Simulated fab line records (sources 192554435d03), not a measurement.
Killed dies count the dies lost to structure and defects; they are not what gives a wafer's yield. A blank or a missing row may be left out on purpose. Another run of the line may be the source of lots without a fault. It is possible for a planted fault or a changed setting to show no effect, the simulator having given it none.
Matching of chambers | flow n5_finfet | cvd_co-02 running N5_BEOL_M3_PRE_CLEAN_60: 3 sister chambers
The step time 15 s. 22 wafers are shown with their chamber, then 11 later ones without.

WAFERS WITH THEIR CHAMBER
wafer  | chamber | heater_power_w (W)
L074.3 | 0       | 89
L074.4 | 2       | 113
L074.6 | 0       | 87
L081.1 | 1       | 131
L081.2 | 0       | 86
L081.5 | 2       | 114
L078.2 | 1       | 131
L078.4 | 2       | 114
L078.6 | 0       | 88
L083.2 | 2       | 114
L083.3 | 1       | 132
L083.4 | 1       | 134
L082.2 | 2       | 114
L082.5 | 0       | 89
L082.6 | 2       | 116
L085.1 | 1       | 135
L085.2 | 2       | 113
L085.3 | 0       | 90
L086.3 | 2       | 118
L086.4 | 1       | 130
L086.5 | 2       | 112
L088.3 | 2       | 115

SIGNATURES (averages over the wafers above)
reading        | chamber 0 | chamber 1 | chamber 2 | scatter within a chamber
heater_power_w | 88.17     | 132.17    | 114.30    | 1.71
Rule: distance of a wafer from a chamber = root of the sum over the readings of ((wafer's reading minus chamber's mean) / reading's scatter) squared. If the next closest chamber is less than 2 further off than the closest, the wafer can't be placed; otherwise it belongs to the closest. The scatter is the square root of a quotient: the sum, over the shown wafers, of each reading's squared deviation from its chamber's mean, divided by wafers minus chambers.

WAFERS MISSING THEIR CHAMBER
wafer  | heater_power_w (W)
L088.5 | 88
L088.6 | 138
L093.1 | 138
L093.5 | 115
L093.6 | 91
L092.1 | 112
L092.4 | 133
L092.6 | 114
L094.2 | 117
L094.3 | 89
L094.4 | 131

CHAMBER TAKEN BY EACH
wafer  | from the rows above | in truth
L088.5 | 0                   | 0
L088.6 | 1                   | 1
L093.1 | 1                   | 1
L093.5 | 2                   | 2
L093.6 | 0                   | 0
L092.1 | 2                   | 2
L092.4 | 1                   | 1
L092.6 | 2                   | 2
L094.2 | 2                   | 2
L094.3 | 0                   | 0
L094.4 | 1                   | 1
Correct placement for 11 of the 11. Can't be placed from these rows: 0. Wrongly placed: 0.
